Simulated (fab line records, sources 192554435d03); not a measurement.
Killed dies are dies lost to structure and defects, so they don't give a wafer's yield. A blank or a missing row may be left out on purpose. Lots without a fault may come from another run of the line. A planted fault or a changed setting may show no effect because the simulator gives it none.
Split-lot experiment | flow n5_finfet | 7 lots, 21 wafers read, on a route of 1938 steps

THE SPLIT
At N5_PMOS_HMC_CHANNEL_EPI_ETCH_32 (etches BARC in N2/H2, stops on SiO2, target depth 85.8 nm, time 50.3 s), the setting bias_w was moved away from the recipe's 150 W on 5 of the 21 wafers read, by -13.1% to +12.6%. The other wafers ran this setting at the recipe's value.

The reading is taken at the split's own step.

THE READING
rf_vpp_V, in V, at N5_PMOS_HMC_CHANNEL_EPI_ETCH_32 (etches BARC in N2/H2, stops on SiO2, target depth 85.8 nm, time 50.3 s). Fault-free wafers of this fab line usually give 522.9 V, standard deviation 2.3 V.

wafer  | tool, chamber at the split | bias_w as run, W | against the recipe | rf_vpp_V, V | against lot-mates on the recipe
L077.2 | rie_diel-01, 2             | 130.4            | -13.1%             | 478.3       | -42.9
L077.3 | rie_diel-01, 0             | 150              | recipe             | 520.6       | -
L077.4 | rie_diel-01, 1             | 150              | recipe             | 521.7       | -
L078.1 | rie_diel-04, 3             | 150              | recipe             | 523.8       | -
L078.2 | rie_diel-04, 0             | 150              | recipe             | 526.3       | -
L078.6 | rie_diel-04, 0             | 150              | recipe             | 525.2       | -
L079.2 | rie_diel-04, 2             | 150              | recipe             | 522.3       | -
L079.5 | rie_diel-04, 3             | 168.9            | +12.6%             | 565.8       | +44.2
L079.6 | rie_diel-04, 2             | 150              | recipe             | 520.9       | -
L080.3 | rie_diel-01, 2             | 150              | recipe             | 522.8       | -
L080.4 | rie_diel-01, 0             | 150              | recipe             | 520.5       | -
L080.5 | rie_diel-01, 2             | 150              | recipe             | 522.9       | -
L083.2 | rie_diel-03, 1             | 150              | recipe             | 523.4       | -
L083.3 | rie_diel-03, 2             | 131.2            | -12.5%             | 482.2       | -39.3
L083.5 | rie_diel-03, 0             | 150              | recipe             | 519.7       | -
L084.1 | rie_diel-03, 0             | 150              | recipe             | 519.9       | -
L084.2 | rie_diel-03, 1             | 150              | recipe             | 523.6       | -
L084.4 | rie_diel-03, 3             | 157.8            | +5.2%              | 539.6       | +17.9
L085.2 | rie_diel-03, 3             | 150              | recipe             | 523.6       | -
L085.5 | rie_diel-03, 2             | 150              | recipe             | 526.6       | -
L085.6 | rie_diel-03, 1             | 137.3            | -8.5%              | 493.7       | -31.4

THE FIT
A straight line over all 21 wafers: rf_vpp_V changes by +3.36 V for each +1% of bias_w; r = +0.99; the points scatter about the line by 2 V.
The same after taking each lot's own level away (the mean of its wafers on the recipe; 21 wafers): +3.37 V for each +1%; r = +1.00; scatter 1.6 V.
On that fit, the largest move of bias_w shifts the reading by 44 V.
The lots' own levels span 521.15 to 525.10 V, that is 1.7 times the standard deviation above.
So the lot-to-lot level changes the slope little: the two slopes agree.
Check: with one of the wafers moved furthest among these (-13.1%) left out of the fit, the line predicts -44.3 V for it against its lot-mates. It came out at -42.9 V against them.
Tool readings at the split's step, against how far the setting was moved: rf_vpp_V r = +0.99.

OTHER SPLITS ON THESE WAFERS
These wafers also went through other splits before the reading. Each is held against what the fit with the lots' levels taken away leaves over:
other split on the same wafers | wafers away from the commonest value | r with rf_vpp_V (lot level and that fit taken away)
N5_WELL_APT_COAT_19 spin_rpm   | 5                                    | -0.09
N5_WELL_APT_EXPOSE_22 dose_mj  | 4                                    | +0.01

THE FILE'S OWN FIT
rf_vpp_V changes by +3.36 V for each +1% of bias_w, r = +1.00.
